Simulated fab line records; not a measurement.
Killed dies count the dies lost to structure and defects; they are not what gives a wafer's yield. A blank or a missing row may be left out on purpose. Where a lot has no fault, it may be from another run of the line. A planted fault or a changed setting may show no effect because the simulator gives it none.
Chamber matching + flow n5 finfet + rie diel-05 running N5_WELL_APT_DESCUM_13: 4 sister chambers
The step chemistry O2, time 7.9 s. 8 wafers are shown with their chamber, then 7 later ones without.

## WAFERS WITH THEIR CHAMBER
| wafer  | chamber | showerhead plenum p Torr (Torr) | oes product au (a.u.) |
|--------|---------|---------------------------------|-----------------------|
| L733.4 | 1       | 2.06                            | 0.68                  |
| L733.6 | 3       | 2.17                            | 0.72                  |
| L734.4 | 1       | 2.06                            | 0.69                  |
| L736.1 | 3       | 2.16                            | 0.72                  |
| L736.3 | 2       | 2.25                            | 0.95                  |
| L736.4 | 0       | 1.96                            | 0.83                  |
| L737.2 | 2       | 2.24                            | 0.93                  |
| L737.4 | 0       | 1.96                            | 0.84                  |

## WAFERS MISSING THEIR CHAMBER
| wafer  | showerhead plenum p Torr (Torr) | oes product au (a.u.) |
|--------|---------------------------------|-----------------------|
| L737.6 | 2.24                            | 0.94                  |
| L739.1 | 2.06                            | 0.67                  |
| L739.2 | 2.24                            | 0.93                  |
| L739.5 | 2.06                            | 0.68                  |
| L741.2 | 2.05                            | 0.68                  |
| L741.4 | 2.16                            | 0.71                  |
| L741.6 | 2.24                            | 0.92                  |

## CHAMBER TAKEN BY EACH
| wafer  | from the rows above | in truth |
|--------|---------------------|----------|
| L737.6 | 2                   | 2        |
| L739.1 | 1                   | 1        |
| L739.2 | 2                   | 2        |
| L739.5 | 1                   | 1        |
| L741.2 | 1                   | 1        |
| L741.4 | 3                   | 3        |
| L741.6 | 2                   | 2        |
Placed correctly: 7 of 7. Left unplaced by these rows: 0. Placed wrongly: 0.
How it was worked out, from the rows above alone: a wafer's distance from a chamber is the root of the sum, over the readings, of the square of ((its reading less the chamber's mean) divided by the reading's scatter). If the next closest chamber is less than 2 further off than the closest, the wafer can't be placed; otherwise it belongs to the closest. The mean given for a chamber averages the wafers shown for that chamber. The scatter: take each reading less its chamber's mean, square it, sum over the shown wafers, divide by the number of wafers less the number of chambers, and take the root.
